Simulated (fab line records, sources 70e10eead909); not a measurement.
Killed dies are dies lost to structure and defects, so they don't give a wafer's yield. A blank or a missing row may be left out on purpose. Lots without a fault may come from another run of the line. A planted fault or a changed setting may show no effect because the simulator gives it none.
Which tool did it? | flow nand_harc | 6 lots, 18 wafers sampled, at 5 steps of a route of 1302

WHAT THE GAUGES READ, wafer by wafer
NHARC_END_SORT_01.
lot  | measured     | on        | killed_at_array
L514 | day 27 01:32 | prober-01 | 64 71 72
L521 | day 29 23:02 | prober-01 | 47 54 41

WHICH TOOL RAN EACH LOT (tool, then ch and the chambers of the sampled wafers, then the start)
lot  | NHARC_P_ZERO_WELL_DESCUM_54       | NHARC_P_STI_ETCH_42                | NHARC_P_STI_CMP_21           | NHARC_P_GATE_OXIDE_02
L509 | rie_diel-04 ch 1,2,3, day 2 21:52 | rie_diel-06 ch 0,1,3, day 3 17:13  | cmp-01 ch 0,1,3, day 4 12:55 | furnace-01 ch 0, day 5 05:38
L512 | rie_diel-04 ch 0,1, day 4 04:06   | rie_diel-09 ch 2,3, day 4 22:38    | cmp-03 ch 0,1,2, day 5 18:08 | furnace-01 ch 0, day 6 06:24
L514 | rie_diel-13 ch 0,2, day 4 23:49   | rie_diel-06 ch 1,2,3, day 5 21:02  | cmp-01 ch 0,1,3, day 6 16:18 | furnace-07 ch 0, day 7 03:28 and furnace-06 ch 0, day 7 08:08
L516 | rie_diel-10 ch 0,1,2, day 5 19:55 | rie_diel-09 ch 0,1,2, day 6 12:18  | cmp-02 ch 0,1,2, day 7 04:47 | furnace-06 ch 0, day 7 16:14
L521 | rie_diel-04 ch 1,2, day 7 22:46   | rie_diel-06 ch 1,2, day 8 15:25    | cmp-03 ch 0,1,3, day 9 16:58 | furnace-07 ch 0, day 10 06:22
L529 | rie_diel-13 ch 1,3, day 11 05:40  | rie_diel-09 ch 0,1,3, day 11 23:05 | cmp-02 ch 0,1, day 12 21:31  | furnace-06 ch 0, day 13 09:43
- NHARC_P_ZERO_WELL_DESCUM_54: chemistry O2, time 3 s.
- NHARC_P_STI_ETCH_42: etches the open film in N2/H2, target depth 80 nm, overetch 24 nm, time 61 s.
- NHARC_P_STI_CMP_21: polishes, t overpolish 20 s, target thk 380.67 nm.
- NHARC_P_GATE_OXIDE_02: material SiO2, target thk 37.5 nm, ox time 365 s.

THE ANSWER, worked out from the rows above alone
Rule: what is usual is taken from the lots themselves. Put in order of their means at a reading, lots are off if they are a third of the lots or fewer, leave a main group of 4 or more, and stand apart from it by a gap of 3 or more times the standard deviation of the main group's means; of several such gaps the widest counts. A main group whose means are all the same, to the digits that the tables above print for the reading, isn't used. A lot without any number at a reading at which 4 lots or more have one is off too. The other lots that the step has rows for count as sound.
No lot is off at any reading shown: from this, nothing can be told.

WHAT THE SIMULATOR HAD PUT IN
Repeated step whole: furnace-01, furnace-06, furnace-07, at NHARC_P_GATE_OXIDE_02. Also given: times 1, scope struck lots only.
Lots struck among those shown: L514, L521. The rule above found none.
